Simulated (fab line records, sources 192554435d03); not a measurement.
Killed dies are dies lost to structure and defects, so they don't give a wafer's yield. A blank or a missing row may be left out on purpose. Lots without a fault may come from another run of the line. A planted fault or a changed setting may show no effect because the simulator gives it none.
Chamber matching | flow n5_finfet | N5_BEOL_M10_CMP_52 on cmp-03: 4 sister chambers
The step polishes, stops on SiCOH lowk, t overpolish 7 s, target thk 140 nm. 8 wafers are shown with their chamber, then 7 later ones without.

WAFERS WITH THEIR CHAMBER
wafer  | chamber | motor_current_A (A) | time_to_endpoint_s (s)
L077.2 | 2       | 6.0                 | 68
L077.3 | 3       | 5.6                 | 65
L077.5 | 3       | 5.8                 | 66
L083.2 | 0       | 6.7                 | 64
L083.4 | 2       | 5.8                 | 69
L083.6 | 1       | 6.3                 | 68
L086.1 | 1       | 6.2                 | 66
L086.2 | 0       | 6.6                 | 66

WAFERS WITHOUT THEIR CHAMBER
wafer  | motor_current_A (A) | time_to_endpoint_s (s)
L086.4 | 5.7                 | 69
L088.1 | 6.8                 | 61
L088.4 | 5.8                 | 68
L088.5 | 5.5                 | 65
L093.1 | 5.4                 | 67
L093.4 | 6.6                 | 65
L093.6 | 6.1                 | 69

WHICH CHAMBER EACH WENT THROUGH
wafer  | from the rows above     | in truth
L086.4 | can't be placed: 2 or 3 | 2
L088.1 | 0                       | 0
L088.4 | can't be placed: 2 or 3 | 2
L088.5 | 3                       | 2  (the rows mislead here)
L093.1 | can't be placed: 3 or 2 | 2
L093.4 | 0                       | 0
L093.6 | can't be placed: 2 or 1 | 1
Placed correctly: 2 of 7. Can't be placed from these rows: 4 (the true chamber is among the candidates in 4). Placed wrongly: 1.
How it was worked out, from the rows above alone: a wafer's distance from a chamber is the root of the sum, over the readings, of the square of ((its reading less the chamber's mean) divided by the reading's scatter). The wafer belongs to the nearest chamber; if the next one is less than 2 further off, it can't be placed. A chamber's mean is the mean of its shown wafers. The scatter: the root of (the sum of the squares of (reading less its chamber's mean) over the shown wafers, divided by (wafers less chambers)).
